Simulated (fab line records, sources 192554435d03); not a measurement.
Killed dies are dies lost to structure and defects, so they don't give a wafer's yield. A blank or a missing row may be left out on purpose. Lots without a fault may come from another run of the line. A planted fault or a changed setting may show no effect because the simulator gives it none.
fab line records | flow n5_finfet
record lots=7 wafers=21 last_day=17
route steps=1938 shown BEOL_M5@1188 BEOL_M6@1194 PASSIVATION@1936
lots that met no fault: from a run of the same line without faults
start_h: hours from the record's first day to the start of the lot's first wafer shown | wait_h: hours since the lot's step before | " the same as in the row above | L1.1+2: a row that stands for several wafers | - no value, or no start given | * or withheld: withheld | < > ~ a bound
route shown NAME@n: a module of which the file shows steps, and the number in the route of the first | usual: mean/standard deviation of fault-free wafers | same: alike in all rows | chamber/n: place in a boat | sites: the reading at each site | _std_site: their standard deviation | _edge_site: outer sites' mean less inner sites' | radius_mm: how far each site lies from the wafer's centre | mask NAME#n: copy n | behind: the tool/chamber that last shaped the wafer | hold: why the lot was held/for how many hours/how that ended | device: the transistor (n, p or np) that didn't switch | end of line: the same wafers' tests at the end of the route | a step without rows: its recipe alone | killed: dies lost to structure and defects at the first sort, not the wafer's yield | map: a wafer's dies, x killed, . not, _ none there
set.NAME: the setting as run; set.NAME@STEP: as run at that earlier step | model.NAME: the simulator's own value behind a step, which no gauge read
lots at some steps of the route; a table a step, a row a wafer
services: from which hour (start_h, from the record's first day; less than 0 if before it) a tool's chamber was out of use, for how many hours, and why
## steps
# step N5_BEOL_M5_PRE_CLEAN_77
# recipe gas=NH3/H2 time_s=15 temp_c=* rf_power_w=300
# step N5_BEOL_M5_CO_CAP_78
# recipe material=Co target_thk_a=20 temp_c=200 precursor=CCTBA/H2 pressure_torr=30 time_s=102.1
# usual chamber_pressure_Torr=30.00/0.068 heater_power_w=249/33
# same time_s=102.1
# columns lot.wafer tool chamber start_h wait_h chamber_pressure_Torr heater_power_w since_wet_clean_h
L227.1 cvd_co-02 1 180.25 0.0 29.91 230 1159
L227.2 " 2 " " 29.94 218 262
L227.6 " 1 " " 29.88 232 -
L229.1 cvd_co-01 1 189.08 0.0 29.88 209 52
L229.2 " 0 " " 29.97 245 949
L229.6 " 1 " " 30.02 205 -
L235.1 cvd_co-01 2 237.51 0.0 30.02 301 538
L235.4 " 2 " " 30.02 308 -
L235.5 " 2 " " 30.01 306 -
L237.3 cvd_co-01 2 246.34 0.1 29.95 314 -
L237.4 " 0 " " 29.98 246 -
L237.5 " 0 " " 30.01 250 -
L239.1 cvd_co-01 2 268.58 0.0 30.12 317 569
L239.2 " 0 " " 29.98 245 1029
L239.6 " 2 " " 30.09 303 -
L240.3 cvd_co-02 0 268.78 0.0 30.01 277 810
L240.4 " 1 " " 29.92 236 -
L240.6 " 2 " " 29.93 222 -
L246.1 cvd_co-02 1 300.83 0.0 29.98 232 1280
L246.5 " 2 " " 30.03 223 -
L246.6 " 1 " " 29.95 230 -
# step N5_BEOL_M5_PRE_CLEAN_55
# recipe gas=NH3 time_s=15 temp_c=withheld rf_power_w=300
# step N5_BEOL_M5_DEP_56
# recipe material=SiCN target_thk_a=80 temp_c=withheld precursor=3MS/NH3 pressure_torr=3 rf_w=202 time_s=14
# usual chamber_pressure_Torr=3.001/0.0069 showerhead_plenum_p_Torr=3.665/0.013 throttle_valve_pct=8.9/0.41
# same time_s=14
# columns lot.wafer tool chamber start_h wait_h chamber_pressure_Torr showerhead_plenum_p_Torr since_wet_clean_h throttle_valve_pct
L227.1 pecvd-03 1 180.37 0.0 2.991 3.667 1428 8.8
L227.2 " 2 " " 3.001 3.685 2153 9.4
L227.6 " 1 " " 2.994 3.673 - 8.8
L229.1 pecvd-03 0 189.21 0.0 3.011 3.688 712 9.0
L229.2 " 2 " " 2.998 3.690 2162 9.5
L229.6 " 2 " " 3.007 3.681 - 9.3
L235.1 pecvd-03 1 237.67 0.0 3.002 3.677 1485 8.7
L235.4 " 2 " " 2.992 3.686 - 8.5
L235.5 " 0 " " 3.003 3.682 - 9.1
L237.3 pecvd-02 2 246.46 0.0 3.006 3.651 559 9.0
L237.4 " 0 " " 3.003 3.662 - 9.2
L237.5 " 2 " " 3.005 3.641 - 8.9
L239.1 pecvd-04 1 268.70 0.0 3.008 3.643 1698 8.4
L239.2 " 0 " " 2.993 3.655 973 8.5
L239.6 " 2 " " 3.017 3.665 - 7.9
L240.3 pecvd-02 1 268.90 0.0 3.002 3.671 2060 9.4
L240.4 " 1 " " 2.994 3.672 - 9.2
L240.6 " 2 " " 3.010 3.658 - 9.0
L246.1 pecvd-04 1 300.95 0.0 2.994 3.647 1730 8.6
L246.5 " 2 " " 3.003 3.665 - 7.7
L246.6 " 1 " " 2.992 3.642 - 8.6
# step N5_BEOL_M5_RS_MEAS_57
# recipe thk_meas_gauge=four-point-probe reads=Co_of_BEOL_M5_CO_CAP_78+Cu_of_BEOL_M5_ECD_50+Co_of_BEOL_M5_CVD_47+TaN_of_BEOL_M5_ALD_86
# usual M5_RS=0.396/0.015
# columns lot.wafer tool chamber start_h wait_h M5_RS[ohm/sq]
L227.1 film_metro-02 - 180.43 0.1 0.392
L227.2 " - " " 0.362
L227.6 " - " " 0.377
L229.1 film_metro-02 - 189.30 0.1 0.413
L229.2 " - " " 0.378
L229.6 " - " " 0.401
L235.1 film_metro-01 - 237.73 0.0 0.383
L235.4 " - " " 0.397
L235.5 " - " " 0.394
L237.3 film_metro-02 - 246.53 0.1 0.403
L237.4 " - " " 0.413
L237.5 " - " " 0.423
L239.1 film_metro-02 - 268.77 0.0 0.389
L239.2 " - " " 0.375
L239.6 " - " " 0.381
L240.3 film_metro-01 - 268.97 0.1 0.400
L240.4 " - " " 0.393
L240.6 " - " " 0.403
L246.1 film_metro-01 - 301.01 0.0 0.394
L246.5 " - " " 0.416
L246.6 " - " " 0.412
# step N5_BEOL_M5_INSPECT_58
# recipe inspect_instrument=darkfield mode=post_dep
# usual raw_defect_count=77/23
# columns lot.wafer tool chamber start_h wait_h raw_defect_count
L227.1 defect_inspect-02 - 180.46 0.0 111
L227.2 " - " " 61
L227.6 " - " " 86
L229.1 defect_inspect-01 - 189.32 0.0 85
L229.2 " - " " 72
L229.6 " - " " 138
L235.1 defect_inspect-01 - 237.76 0.0 106
L235.4 " - " " 84
L235.5 " - " " 85
L237.3 defect_inspect-02 - 246.55 0.0 67
L237.4 " - " " 126
L237.5 " - " " 102
L239.1 defect_inspect-02 - 268.79 0.0 84
L239.2 " - " " 79
L239.6 " - " " 119
L240.3 defect_inspect-02 - 268.99 0.0 118
L240.4 " - " " 145
L240.6 " - " " 67
L246.1 defect_inspect-02 - 301.04 0.0 86
L246.5 " - " " 84
L246.6 " - " " 58
# step N5_BEOL_M6_ILD_DEP_00
# recipe material=SiCOH_lowk target_thk_a=1797.5 temp_c=300 precursor=DEMS/porogen pressure_torr=5 rf_w=500 time_s=33.4
# step N5_BEOL_M6_CURE_74
# recipe temp_c=385 time_s=240 ambient=He/Ar material=SiCOH_lowk
# usual lamp_power_pct=52.31/0.056 wafer_temp_C_max=386.8/0.63
# same time_s=240
# columns lot.wafer tool chamber start_h wait_h lamp_power_pct wafer_temp_C_max
L227.1 uv_cure-02 2 180.56 0.0 52.33 385.7
L227.2 " 2 " " 52.25 386.4
L227.6 " 2 " " 52.36 386.2
L229.1 uv_cure-02 1 189.42 0.0 52.34 386.1
L229.2 " 1 " " 52.39 385.5
L229.6 " 1 " " 52.30 385.7
L235.1 uv_cure-02 0 237.86 0.0 52.30 387.4
L235.4 " 0 " " 52.31 387.1
L235.5 " 0 " " 52.40 387.2
L237.3 uv_cure-03 1 247.20 0.6 52.44 387.2
L237.4 " 1 " " 52.31 387.5
L237.5 " 1 " " 52.28 387.3
L239.1 uv_cure-03 2 268.89 0.0 52.24 386.8
L239.2 " 2 " " 52.27 386.5
L239.6 " 2 " " 52.24 387.2
L240.3 uv_cure-02 2 269.25 0.2 52.28 386.2
L240.4 " 2 " " 52.30 386.3
L240.6 " 2 " " 52.27 386.3
L246.1 uv_cure-01 1 301.14 0.0 52.36 386.3
L246.5 " 1 " " 52.35 386.1
L246.6 " 1 " " 52.25 386.4
# step N5_BEOL_M6_THK_MEAS_01
# recipe reads=SiCOH_lowk_of_BEOL_M6_ILD_DEP_00
# usual M6_ILD_THK=155.5/2
# columns lot.wafer tool chamber start_h wait_h M6_ILD_THK[nm]
L227.1 film_metro-02 - 181.07 0.4 155.3
L227.2 " - " " 152.8
L227.6 " - " " 156.2
L229.1 film_metro-01 - 189.94 0.4 156.3
L229.2 " - " " 154.1
L229.6 " - " " 158.3
L235.1 film_metro-01 - 238.37 0.4 157.1
L235.4 " - " " 161.2
L235.5 " - " " 158.5
L237.3 film_metro-02 - 247.56 0.3 152.0
L237.4 " - " " 156.8
L237.5 " - " " 159.0
L239.1 film_metro-02 - 269.41 0.4 154.2
L239.2 " - " " 151.1
L239.6 " - " " 159.0
L240.3 film_metro-01 - 269.61 0.3 153.8
L240.4 " - " " 153.2
L240.6 " - " " 155.6
L246.1 film_metro-02 - 301.65 0.4 155.4
L246.5 " - " " 156.8
L246.6 " - " " 156.2
# step N5_BEOL_M6_PECVD_70
# recipe material=SiO2 target_thk_a=200 temp_c=400 precursor=TEOS/O2 pressure_torr=5.5 rf_w=450 teos_flow_sccm=53.8 gas=O2 flow_sccm=3000 time_s=22.7
# usual chamber_pressure_Torr=5.502/0.012 heater_power_w=696/55 showerhead_plenum_p_Torr=8.83/0.046 throttle_valve_pct=21.6/0.62
# same time_s=22.7
# columns lot.wafer tool chamber start_h wait_h chamber_pressure_Torr heater_power_w showerhead_plenum_p_Torr since_wet_clean_h throttle_valve_pct
L227.1 pecvd-01 1 181.11 0.0 5.487 699 8.81 1791 21.9
L227.2 " 2 " " 5.505 657 8.77 312 21.8
L227.6 " 0 " " 5.510 687 8.81 - 21.9
L229.1 pecvd-03 0 189.97 0.0 5.507 675 8.89 713 22.1
L229.2 " 2 " " 5.487 672 8.87 2163 22.9
L229.6 " 0 " " 5.509 661 8.89 - 22.2
L235.1 pecvd-03 2 238.41 0.0 5.502 643 8.86 6 20.7
L235.4 " 2 " " 5.508 622 8.85 - 20.6
L235.5 " 0 " " 5.505 681 8.88 - 22.2
L237.3 pecvd-04 2 247.59 0.0 5.500 772 8.79 197 20.0
L237.4 " 2 " " 5.491 740 8.78 - 20.2
L237.5 " 0 " " 5.524 586 8.74 - 21.3
L239.1 pecvd-03 1 269.44 0.0 5.506 716 8.83 1517 21.1
L239.2 " 2 " " 5.480 712 8.85 37 20.8
L239.6 " 2 " " 5.486 744 8.85 - 20.7
L240.3 pecvd-01 2 269.64 0.0 5.484 617 8.81 401 22.2
L240.4 " 1 " " 5.488 768 8.86 - 21.8
L240.6 " 2 " " 5.475 626 8.79 - 22.2
L246.1 pecvd-03 2 301.69 0.0 5.487 755 8.83 70 20.8
L246.5 " 0 " " 5.495 714 8.85 - 22.5
L246.6 " 1 " " 5.514 731 8.82 - 21.1
# step N5_BEOL_M6_HM_DEP_02
# recipe material=TiN target_thk_a=200 temp_c=25 chamber_pressure_pa=0.49996
# usual throttle_valve_pct=29.4/0.85
# columns lot.wafer tool chamber start_h wait_h throttle_valve_pct
L227.1 pvd_sputter-02 - 181.95 0.8 28.8
L227.2 " - " " 32.0
L227.6 " - " " 29.9
L229.1 pvd_sputter-02 - 191.70 1.7 29.2
L229.2 " - " " 31.8
L229.6 " - " " 28.9
L235.1 pvd_sputter-03 - 240.47 2.0 28.5
L235.4 " - " " 28.5
L235.5 " - " " 28.7
L237.3 pvd_sputter-02 - 247.82 0.2 30.0
L237.4 " - " " 29.9
L237.5 " - " " 31.9
L239.1 pvd_sputter-01 - 269.55 0.1 29.7
L239.2 " - " " 29.0
L239.6 " - " " 29.0
L240.3 pvd_sputter-01 - 269.92 0.3 29.6
L240.4 " - " " 28.8
L240.6 " - " " 28.9
L246.1 pvd_sputter-02 - 303.33 1.6 31.9
L246.5 " - " " 29.0
L246.6 " - " " 29.9
# step N5_BEOL_M6_COAT_59
# recipe resist=SOC temp_c=250 time_s=60 spin_rpm=1500 resist_thk_nm=100
# step N5_BEOL_M6_COAT_60
# recipe resist=SiARC temp_c=220 time_s=60 spin_rpm=1500 resist_thk_nm=35
# usual heater_power_total_W=427.4/2.2 plate_temp_C=219.99/0.17 spin_speed_rpm=1500.1/1.1
# same time_s=60
# columns lot.wafer tool chamber start_h wait_h heater_power_total_W plate_temp_C spin_speed_rpm
L227.1 litho_track-04 0 182.08 - 424.2 220.24 1501.0
L227.2 " 0 " " 425.4 220.21 1501.1
L227.6 " 0 " " 424.9 219.98 1501.0
L229.1 litho_track-05 0 191.83 - 424.2 219.74 1501.0
L229.2 " 0 " " 424.8 220.15 1498.1
L229.6 " 0 " " 427.8 219.75 1503.0
L235.1 litho_track-05 0 240.60 - 443.1 224.98 1500.4
L235.4 " 0 " " 439.8 224.88 1499.9
L235.5 " 0 " " 441.3 224.88 1502.1
L237.3 litho_track-05 0 247.95 - 441.2 225.03 1500.6
L237.4 " 0 " " 440.8 225.08 1499.0
L237.5 " 0 " " 441.8 225.14 1500.7
L239.1 litho_track-05 0 269.68 - 438.9 225.29 1499.5
L239.2 " 0 " " 436.5 225.20 1499.1
L239.6 " 0 " " 437.0 225.18 1499.8
L240.3 litho_track-04 0 270.05 - 424.2 219.95 1500.7
L240.4 " 0 " " 429.4 220.11 1499.6
L240.6 " 0 " " 431.1 220.04 1499.8
L246.1 litho_track-03 0 303.46 - 430.0 220.02 1499.1
L246.5 " 0 " " 424.3 220.11 1500.1
L246.6 " 0 " " 424.3 220.02 1499.7
# step N5_BEOL_M6_COAT_05
# recipe resist=CAR-ArF spin_rpm=1500 resist_thk_nm=90
# step N5_PASSIVATION_PROBE_49
# usual defect_limited_yield=91.5/1.5 killed_at_M0_to_M3=32/10 killed_at_M4_up=13/4.9 killed_at_contacts=13/6.1 killed_at_front_end=38/11 killed_at_other=3/3.2 killed_dies=101/18 killed_open=66/13 killed_short=32/8.3 sort_bin_5_function=5.0/1 sort_bin_6_memory=3.2/0.74 sort_bin_8_speed=0.1/1.1 sort_n_pass=1078/22 sort_yield_pct=91.3/1.9
# same gross_dies=1180 killed_at_back_side=0 sort_bin_4_leakage[%]=0
# columns lot.wafer tool chamber start_h wait_h defect_limited_yield[%] killed_at_M0_to_M3 killed_at_M4_up killed_at_contacts killed_at_front_end killed_at_other killed_dies killed_open killed_short sort_bin_5_function[%] sort_bin_6_memory[%] sort_bin_8_speed[%] sort_n_pass sort_yield_pct[%]
L229.1 prober-01 - 284.95 0.0 93.6 28 9 13 24 1 75 53 18 4.1 2.1 0 1105 93.6
L229.2 prober-01 - 285.00 0.1 93.5 36 10 13 16 2 77 59 14 3.6 2.8 0 1103 93.5
L229.6 prober-01 - 285.20 0.3 92.2 32 9 21 30 0 92 66 23 4.6 2.9 0 1088 92.2
L240.3 prober-01 - 356.75 0.1 93.3 25 7 13 34 0 79 55 20 3.7 2.7 0 1101 93.3
L240.4 prober-01 - 356.80 0.2 92.2 24 7 16 42 3 92 57 31 3.8 3.6 0 1088 92.2
L240.6 prober-01 - 356.90 0.3 92.4 23 12 14 40 1 90 52 30 5.1 2.0 0 1090 92.4
L246.1 prober-01 - 402.25 0.0 91.9 29 22 16 23 5 95 71 23 4.7 3.1 0 1085 91.9
L246.5 prober-01 - 402.45 0.2 93.1 36 15 6 24 1 82 57 25 4.2 2.5 0 1098 93.1
L246.6 prober-01 - 402.50 0.3 90.3 34 23 9 38 10 114 79 31 5.2 3.7 0 1066 90.3
# killed by level:class
L229.1 FIN_SAQP:geometric_particle:open=11 MOL_CONTACT_COAG:geometric_particle:open=11 BEOL_M0_SAQP:geometric_particle:open=7 DUMMY_GATE:geometric_particle:open=4 BEOL_M0_SAQP:geometric_particle:short=4 BEOL_M2:geometric_particle:short=4 BEOL_M3:geometric_particle:open=4 BEOL_M4:geometric_particle:open=4
L229.2 MOL_CONTACT_COAG:geometric_particle:open=11 BEOL_M3:geometric_particle:open=10 BEOL_M2:geometric_particle:open=9 STI_FIN_REVEAL:geometric_particle:open=6 BEOL_M2:geometric_particle:short=4 FIN_SAQP:geometric_particle:open=3 BEOL_M0:geometric_particle:open=3 BEOL_M1:geometric_particle:open=3
L229.6 MOL_CONTACT_COAG:geometric_particle:open=18 STI_FIN_REVEAL:geometric_particle:open=8 BEOL_M3:geometric_particle:open=7 BEOL_M0_SAQP:geometric_particle:open=6 BEOL_M2:geometric_particle:open=6 GATE_CUT:geometric_particle:short=4 GATE_CUT:geometric_particle:open=4 BEOL_M1:geometric_particle:open=4
L240.3 STI_FIN_REVEAL:geometric_particle:open=10 MOL_CONTACT_COAG:geometric_particle:open=9 BEOL_M0_SAQP:geometric_particle:short=8 BEOL_M0_SAQP:geometric_particle:open=5 FIN_SAQP:geometric_particle:open=4 SPACER0:geometric_particle:open=4 BEOL_M0:geometric_particle:open=4 STARTING-WAFER:geometric_particle:open=4
L240.4 MOL_CONTACT_COAG:geometric_particle:open=10 FIN_SAQP:geometric_particle:open=9 BEOL_M0_SAQP:geometric_particle:short=8 STI_FIN_REVEAL:geometric_particle:open=7 STI_FIN_REVEAL:geometric_particle:short=6 MOL_CONTACT_COAG:geometric_particle:short=5 BEOL_M3:geometric_particle:open=5 FIN_SAQP:geometric_particle:short=4
L240.6 FIN_SAQP:geometric_particle:short=7 FIN_SAQP:geometric_particle:open=7 MOL_CONTACT_COAG:geometric_particle:open=7 MOL_CONTACT_COAG:geometric_particle:short=7 BEOL_M3:geometric_particle:open=7 STI_FIN_REVEAL:geometric_particle:open=6 BEOL_M0_SAQP:geometric_particle:short=5 DUMMY_GATE:geometric_particle:open=4
L246.1 BEOL_M4:geometric_particle:open=13 MOL_CONTACT_COAG:geometric_particle:open=12 BEOL_M1:geometric_particle:open=8 BEOL_M3:geometric_particle:open=7 BEOL_M0_SAQP:geometric_particle:open=6 DUMMY_GATE:geometric_particle:open=5 MOL_CONTACT_COAG:geometric_particle:short=4 BEOL_M0_SAQP:geometric_particle:short=4
L246.5 BEOL_M0_SAQP:geometric_particle:open=7 BEOL_M4:geometric_particle:open=7 BEOL_M0_SAQP:geometric_particle:short=6 BEOL_M3:geometric_particle:open=6 FIN_SAQP:geometric_particle:open=5 MOL_CONTACT_COAG:geometric_particle:open=5 BEOL_M1:geometric_particle:open=5 BEOL_M1:geometric_particle:short=5
L246.6 BEOL_M0_SAQP:geometric_particle:open=10 BEOL_M4:geometric_particle:open=10 FIN_SAQP:geometric_particle:short=8 MOL_CONTACT_COAG:geometric_particle:open=8 STARTING-WAFER:geometric_particle:open=6 BEOL_M1:geometric_particle:open=6 BEOL_M2:geometric_particle:open=6 MIM_TOP_ETCH:geometric_particle:open=6
## services
# columns tool chamber start_h hours kind
uv_cure-01 - 170.10 1.0 pm
pecvd-04 - 170.44 0.4 repair
cvd_co-01 - 171.25 14.6 pm
pvd_sputter-02 - 174.82 1.6 repair
pecvd-03 1 184.02 19.0 repair
cvd_co-02 - 185.90 14.6 pm
pecvd-04 - 190.11 0.7 repair
uv_cure-01 - 191.83 2.1 pm
cvd_co-01 1 194.93 65.5 repair
pecvd-03 2 203.09 - clean
pecvd-03 2 203.09 - consumable_replace:showerhead
pecvd-03 2 203.09 29.0 scheduled_down
pecvd-03 2 203.09 29.0 vent_cycle
pecvd-04 2 206.38 3.8 repair
cvd_co-01 - 211.02 2.8 pm
uv_cure-01 - 212.21 2.8 pm
pecvd-02 - 222.95 4.3 pm
uv_cure-02 - 241.48 7.5 pm
uv_cure-02 - 249.03 6.0 pm
pecvd-03 0 251.95 5.5 scheduled_down
uv_cure-02 - 259.06 7.5 pm
pecvd-02 - 271.36 6.0 pm
pecvd-03 2 293.08 6.2 repair
uv_cure-02 - 302.98 2.1 pm
## key
first_sign step=N5_BEOL_M6_COAT_60 reading=plate_temp_C direction=up sigmas=29 usual=* struck=*
effect step=N5_BEOL_M6_COAT_60 reading=heater_power_total_W direction=up sigmas=5.8 usual=* struck=*
met_at N5_BEOL_M6_COAT_60
struck_wafers L235.1,L235.4,L235.5,L237.3,L237.4,L237.5,L239.1,L239.2,L239.6
onset_between 191.83 240.60
fault kind=process_parameter_drift tool=litho_track-05 chamber=- onset_h=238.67 steps=N5_BEOL_M6_COAT_60 channel=temp_c offset=* shape=step end_h=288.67 acts_in=* stated=*
